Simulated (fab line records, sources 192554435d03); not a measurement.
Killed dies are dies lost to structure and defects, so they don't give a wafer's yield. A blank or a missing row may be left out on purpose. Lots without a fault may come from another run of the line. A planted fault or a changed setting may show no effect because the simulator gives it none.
Chamber matching | flow n5_finfet | N5_BEOL_M6_STRIP_36 on rie_diel-01: 4 sister chambers
The step strips in N2/H2. 8 wafers are shown with their chamber, then 7 later ones without.

WAFERS WITH THEIR CHAMBER
wafer  | chamber | showerhead_plenum_p_Torr (Torr) | throttle_valve_pct (%)
L075.1 | 3       | 2.51                            | 24.45
L075.6 | 3       | 2.51                            | 24.43
L088.4 | 0       | 2.66                            | 23.74
L088.6 | 2       | 2.45                            | 23.22
L089.3 | 2       | 2.44                            | 23.21
L089.6 | 1       | 2.48                            | 23.62
L091.3 | 0       | 2.66                            | 23.73
L091.4 | 1       | 2.48                            | 23.66

WAFERS WITHOUT THEIR CHAMBER
wafer  | showerhead_plenum_p_Torr (Torr) | throttle_valve_pct (%)
L091.6 | 2.44                            | 23.24
L095.1 | 2.65                            | 23.74
L095.2 | 2.49                            | 23.69
L095.3 | 2.44                            | 23.25
L096.3 | 2.65                            | 23.74
L096.5 | 2.65                            | 23.77
L096.6 | 2.47                            | 23.67

WHICH CHAMBER EACH WENT THROUGH
wafer  | from the rows above | in truth
L091.6 | 2                   | 2
L095.1 | 0                   | 0
L095.2 | 1                   | 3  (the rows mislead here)
L095.3 | 2                   | 2
L096.3 | 0                   | 0
L096.5 | 0                   | 0
L096.6 | 1                   | 1
Placed correctly: 6 of 7. Can't be placed from these rows: 0. Placed wrongly: 1.
How it was worked out, from the rows above alone: a wafer's distance from a chamber is the root of the sum, over the readings, of the square of ((its reading less the chamber's mean) divided by the reading's scatter). The wafer belongs to the nearest chamber; if the next one is less than 2 further off, it can't be placed. A chamber's mean is the mean of its shown wafers. The scatter: the root of (the sum of the squares of (reading less its chamber's mean) over the shown wafers, divided by (wafers less chambers)).
